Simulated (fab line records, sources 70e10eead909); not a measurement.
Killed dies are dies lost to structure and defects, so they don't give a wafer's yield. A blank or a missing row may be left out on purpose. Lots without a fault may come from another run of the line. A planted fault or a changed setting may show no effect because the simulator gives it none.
Which tool did it? | flow nand_harc | 24 lots, 72 wafers sampled, at 4 steps of a route of 1302

WHAT THE GAUGES READ, wafer by wafer
NHARC_A_ONON_D1_THK_MEAS_21: measures by ellipsometry. Usual: thk_nm 998 nm, standard deviation 9.9.
lot  | measured     | on            | thk_nm (nm)    | flag
L074 | day 7 22:58  | film_metro-02 | 998 998 999    |
L075 | day 8 14:44  | film_metro-02 | 1015 1013 1015 |
L076 | day 8 14:44  | film_metro-02 | 1013 1013 1013 |
L077 | day 9 13:04  | film_metro-02 | 991 990 993    |
L078 | day 9 13:05  | film_metro-01 | 969 969 969    |
L079 | day 10 05:36 | film_metro-02 | 988 988 987    |
L080 | day 10 19:13 | film_metro-02 | 1002 1000 1000 |
L081 | day 11 01:24 | film_metro-01 | 1002 1001 999  |
L082 | day 11 17:29 | film_metro-01 | 1000 1003 1003 |
L083 | day 12 01:18 | film_metro-01 | 997 994 996    |
L084 | day 12 07:58 | film_metro-01 | 996 998 995    |
L085 | day 12 20:25 | film_metro-01 | 990 992 991    |
L086 | day 13 04:23 | film_metro-01 | 997 995 997    |
L087 | day 13 13:58 | film_metro-01 | 996 996 996    |
L088 | day 14 12:07 | film_metro-01 | 989 988 990    |
L089 | day 14 12:16 | film_metro-02 | 1012 1012 1012 |
L090 | day 14 22:32 | film_metro-01 | 998 998 998    |
L091 | day 15 07:54 | film_metro-02 | 995 996 996    |
L092 | day 15 19:38 | film_metro-01 | 990 991 990    |
L093 | day 16 12:14 | film_metro-02 | 1014 1012 1012 |
L094 | day 16 22:49 | film_metro-01 | 1006 1005 1006 |
L095 | day 17 21:31 | film_metro-01 | 1005 1004 1002 |
L096 | day 18 01:28 | film_metro-02 | 1005 1005 1004 |
L097 | day 18 01:37 | film_metro-02 | 1001 1005 1002 |

NHARC_A_CHANNEL_HOLE_D1_CD_MEAS_18. Usual: cd_nm 100.1 nm, standard deviation 2.2.
lot  | measured     | on        | cd_nm (nm)        | flag
L074 | day 8 06:34  | cd_sem-03 | 100.8 97.7 101.4  |
L075 | day 8 22:29  | cd_sem-02 | 99.6 100.1 97.9   |
L076 | day 8 22:58  | cd_sem-01 | 95.1 96.9 97.0    |
L077 | day 9 19:56  | cd_sem-01 | 97.6 98.5 95.9    |
L078 | day 9 20:37  | cd_sem-01 | 101.1 97.9 100.3  |
L079 | day 10 12:01 | cd_sem-01 | 98.1 102.0 100.3  |
L080 | day 11 01:26 | cd_sem-02 | 98.7 101.5 102.1  |
L081 | day 11 08:08 | cd_sem-01 | 97.3 96.1 100.1   |
L082 | day 12 01:12 | cd_sem-02 | 103.2 102.0 102.1 |
L083 | day 12 07:42 | cd_sem-02 | 102.0 99.7 99.5   |
L084 | day 12 14:05 | cd_sem-02 | 99.8 102.9 102.4  |
L085 | day 13 03:41 | cd_sem-01 | 98.6 99.8 100.0   |
L086 | day 13 12:31 | cd_sem-02 | 98.7 99.6 99.6    |
L087 | day 14 03:19 | cd_sem-01 | 98.0 98.8 102.3   |
L088 | day 14 19:40 | cd_sem-02 | 99.6 98.3 103.0   |
L089 | day 14 20:25 | cd_sem-03 | 99.3 96.1 97.8    |
L090 | day 15 04:39 | cd_sem-03 | 104.1 97.2 100.1  |
L091 | day 15 16:41 | cd_sem-03 | 101.1 99.0 101.9  |
L092 | day 16 02:18 | cd_sem-01 | 99.6 104.0 99.2   |
L093 | day 16 23:34 | cd_sem-01 | 104.2 99.3 104.7  |
L094 | day 17 08:35 | cd_sem-03 | 96.4 98.0 99.0    |
L095 | day 18 04:28 | cd_sem-01 | 100.7 100.4 102.3 |
L096 | day 18 07:37 | cd_sem-02 | 105.3 100.5 105.1 |
L097 | day 18 08:07 | cd_sem-03 | 96.6 100.6 105.0  |

WHICH TOOL RAN EACH LOT (tool, then ch and the chambers of the sampled wafers, then the start)
lot  | NHARC_A_ONON_D1_DEP_33          | NHARC_A_CHANNEL_HOLE_D1_ETCH_39
L074 | pecvd-03 ch 0,1,2, day 8 00:46  | rie_diel-06 ch 0,1,3, day 8 06:34 or earlier
L075 | pecvd-03 ch 0,1, day 8 16:31    | rie_diel-06 ch 0,3, day 8 22:29 or earlier
L076 | pecvd-01 ch 1,2, day 8 16:29    | rie_diel-13 ch 2,3, day 8 22:58 or earlier
L077 | pecvd-01 ch 0,2, day 9 14:52    | rie_diel-13 ch 0,3, day 9 19:56 or earlier
L078 | pecvd-03 ch 1,2, day 9 14:51    | rie_diel-13 ch 0,1,3, day 9 20:37 or earlier
L079 | pecvd-03 ch 0,1,2, day 10 07:22 | rie_diel-06 ch 0,2, day 10 12:01 or earlier
L080 | pecvd-01 ch 1,2, day 10 20:58   | rie_diel-06 ch 0,1,3, day 11 01:26 or earlier
L081 | pecvd-01 ch 1,2, day 11 03:17   | rie_diel-06 ch 0,3, day 11 08:08 or earlier
L082 | pecvd-01 ch 1,2, day 11 19:20   | rie_diel-06 ch 0,1, day 12 01:12 or earlier
L083 | pecvd-02 ch 0,2, day 12 03:07   | rie_diel-13 ch 0,1,2, day 12 07:42 or earlier
L084 | pecvd-02 ch 0,1,2, day 12 09:49 | rie_diel-06 ch 2,3, day 12 14:05 or earlier
L085 | pecvd-01 ch 0,1,2, day 12 22:13 | rie_diel-12 ch 0,2,3, day 13 03:41 or earlier
L086 | pecvd-03 ch 0,1,2, day 13 06:16 | rie_diel-06 ch 0,2,3, day 13 12:31 or earlier
L087 | pecvd-01 ch 0,1, day 13 15:46   | rie_diel-13 ch 0,3, day 14 03:19 or earlier
L088 | pecvd-01 ch 0,1,2, day 14 13:53 | rie_diel-06 ch 0,1,2, day 14 19:40 or earlier
L089 | pecvd-02 ch 0,1, day 14 14:13   | rie_diel-12 ch 1,2,3, day 14 20:25 or earlier
L090 | pecvd-01 ch 1,2, day 15 00:17   | rie_diel-06 ch 1,3, day 15 04:39 or earlier
L091 | pecvd-03 ch 0,1,2, day 15 09:43 | rie_diel-06 ch 0,2, day 15 16:41 or earlier
L092 | pecvd-03 ch 0,1,2, day 15 21:26 | rie_diel-06 ch 0,3, day 16 02:18 or earlier
L093 | pecvd-01 ch 0,1,2, day 16 14:02 | rie_diel-06 ch 1,2, day 16 23:34 or earlier
L094 | pecvd-02 ch 0,1,2, day 17 00:37 | rie_diel-13 ch 0,1,3, day 17 08:35 or earlier
L095 | pecvd-03 ch 0,1,2, day 17 23:25 | rie_diel-13 ch 2,3, day 18 04:28 or earlier
L096 | pecvd-01 ch 0,1, day 18 03:14   | rie_diel-06 ch 0,1, day 18 07:37 or earlier
L097 | pecvd-03 ch 1,2, day 18 03:25   | rie_diel-12 ch 0,1,3, day 18 08:07 or earlier
- NHARC_A_ONON_D1_DEP_33: deposits SiO2, target thk 200 nm.
- NHARC_A_CHANNEL_HOLE_D1_ETCH_39: etches the open film in N2/H2, target depth 260 nm, time 325 s.

WHAT THE TOOLS THEMSELVES READ (means of the sampled wafers that have a number; where no wafer has one, the mark that the record gives instead)
NHARC_A_ONON_D1_DEP_33. Usual: flow_sccm 2650 sccm, standard deviation 8.7; heater_power_outer_w 291 W, standard deviation 79; heater_power_w 519 W, standard deviation 76; throttle_valve_pct 16.1 %, standard deviation 0.7.
lot  | tool     | flow_sccm (sccm) | heater_power_outer_w (W) | heater_power_w (W) | throttle_valve_pct (%) | flag
L074 | pecvd-03 | 2646             | 268                      | 528                | 16.4                   |
L075 | pecvd-03 | 2651             | 162                      | 412                | 16.5                   |
L076 | pecvd-01 | 2652             | 306                      | 537                | 15.5                   |
L077 | pecvd-01 | 2661             | 384                      | 594                | 16.4                   |
L078 | pecvd-03 | 2653             | 226                      | 459                | 15.7                   |
L079 | pecvd-03 | 2647             | 252                      | 484                | 16.2                   |
L080 | pecvd-01 | 2658             | 256                      | 482                | 15.7                   |
L081 | pecvd-01 | 2647             | 294                      | 529                | 15.7                   |
L082 | pecvd-01 | 2643             | 261                      | 480                | 15.9                   |
L083 | pecvd-02 | 2649             | 320                      | 586                | 15.8                   |
L084 | pecvd-02 | 2653             | 325                      | 586                | 15.9                   |
L085 | pecvd-01 | 2648             | 299                      | 514                | 16.0                   |
L086 | pecvd-03 | 2644             | 248                      | 468                | 16.1                   |
L087 | pecvd-01 | 2656             | 338                      | 522                | 16.5                   |
L088 | pecvd-01 | 2659             | 321                      | 537                | 15.9                   |
L089 | pecvd-02 | 2650             | 330                      | 597                | 16.3                   |
L090 | pecvd-01 | 2648             | 254                      | 474                | 15.6                   |
L091 | pecvd-03 | 2650             | 257                      | 486                | 16.2                   |
L092 | pecvd-03 | 2651             | 249                      | 472                | 16.3                   |
L093 | pecvd-01 | 2655             | 290                      | 492                | 16.1                   |
L094 | pecvd-02 | 2651             | 319                      | 574                | 16.0                   |
L095 | pecvd-03 | 2650             | 230                      | 449                | 16.2                   |
L096 | pecvd-01 | 2661             | 326                      | 560                | 16.2                   |
L097 | pecvd-03 | 2654             | 193                      | 414                | 15.8                   |

NHARC_A_CHANNEL_HOLE_D1_ETCH_39. Usual: drypump_motor_current_A 5.8 A, standard deviation 0.45; oes_product_au 1.000 a.u., standard deviation 0.01; rf_vpp_V 431 V, standard deviation 3.1; showerhead_plenum_p_Torr 2.05 Torr, standard deviation 0.11; throttle_valve_pct 14.170 %, standard deviation 0.0089.
lot  | tool        | drypump_motor_current_A (A) | oes_product_au (a.u.) | rf_vpp_V (V) | showerhead_plenum_p_Torr (Torr) | throttle_valve_pct (%) | flag
L074 | rie_diel-06 | 5.8                         | 0.995                 | 432          | 2.10                            | 14.168                 |
L075 | rie_diel-06 | 5.7                         | 0.993                 | 432          | 2.09                            | 14.170                 |
L076 | rie_diel-13 | 6.3                         | 1.002                 | 429          | 1.99                            | 14.169                 |
L077 | rie_diel-13 | 5.5                         | 0.982                 | 427          | 1.91                            | 14.175                 |
L078 | rie_diel-13 | 5.5                         | 0.991                 | 427          | 1.93                            | 14.163                 |
L079 | rie_diel-06 | 6.2                         | 1.002                 | 431          | 2.09                            | 14.155                 |
L080 | rie_diel-06 | 5.9                         | 0.997                 | 432          | 2.09                            | 14.171                 |
L081 | rie_diel-06 | 5.7                         | 0.990                 | 432          | 2.09                            | 14.173                 |
L082 | rie_diel-06 | 6.0                         | 0.997                 | 433          | 2.09                            | 14.171                 |
L083 | rie_diel-13 | 5.8                         | 0.996                 | 428          | 1.94                            | 14.174                 |
L084 | rie_diel-06 | 5.9                         | 1.010                 | 434          | 2.15                            | 14.170                 |
L085 | rie_diel-12 | 5.8                         | 1.007                 | 430          | 2.04                            | 14.169                 |
L086 | rie_diel-06 | 6.0                         | 1.000                 | 432          | 2.09                            | 14.167                 |
L087 | rie_diel-13 | 5.5                         | 1.001                 | 427          | 1.90                            | 14.170                 |
L088 | rie_diel-06 | 6.1                         | 1.008                 | 433          | 2.09                            | 14.169                 |
L089 | rie_diel-12 | 5.8                         | 0.992                 | 430          | 2.03                            | 14.169                 |
L090 | rie_diel-06 | 5.6                         | 1.005                 | 433          | 2.16                            | 14.177                 |
L091 | rie_diel-06 | 6.4                         | 1.002                 | 430          | 2.02                            | 14.175                 |
L092 | rie_diel-06 | 5.7                         | 0.988                 | 432          | 2.09                            | 14.168                 |
L093 | rie_diel-06 | 5.9                         | 1.004                 | 434          | 2.16                            | 14.171                 |
L094 | rie_diel-13 | 5.5                         | 1.007                 | 430          | 2.02                            | 14.168                 |
L095 | rie_diel-13 | 6.2                         | 1.014                 | 428          | 1.96                            | 14.169                 |
L096 | rie_diel-06 | 6.0                         | 0.999                 | 432          | 2.09                            | 14.173                 |
L097 | rie_diel-12 | 5.6                         | 1.005                 | 429          | 1.95                            | 14.172                 |

THE ANSWER, worked out from the rows above alone
Rule: a lot is off if the mean of its wafers that have a number lies more than 3 standard deviations from the usual mean. A lot without any number at a reading at which 4 lots or more have one is off too. The other lots that the step has rows for count as sound. The gauges are gone through in route order, then the tools' own readings, and for those a lot's mean is taken as printed above. The first step at which some lot is off is used, and at that step the reading that is off furthest; a lot without a number counts as furthest.
No lot is off at any reading shown: from this, nothing can be told.

WHAT THE SIMULATOR HAD PUT IN
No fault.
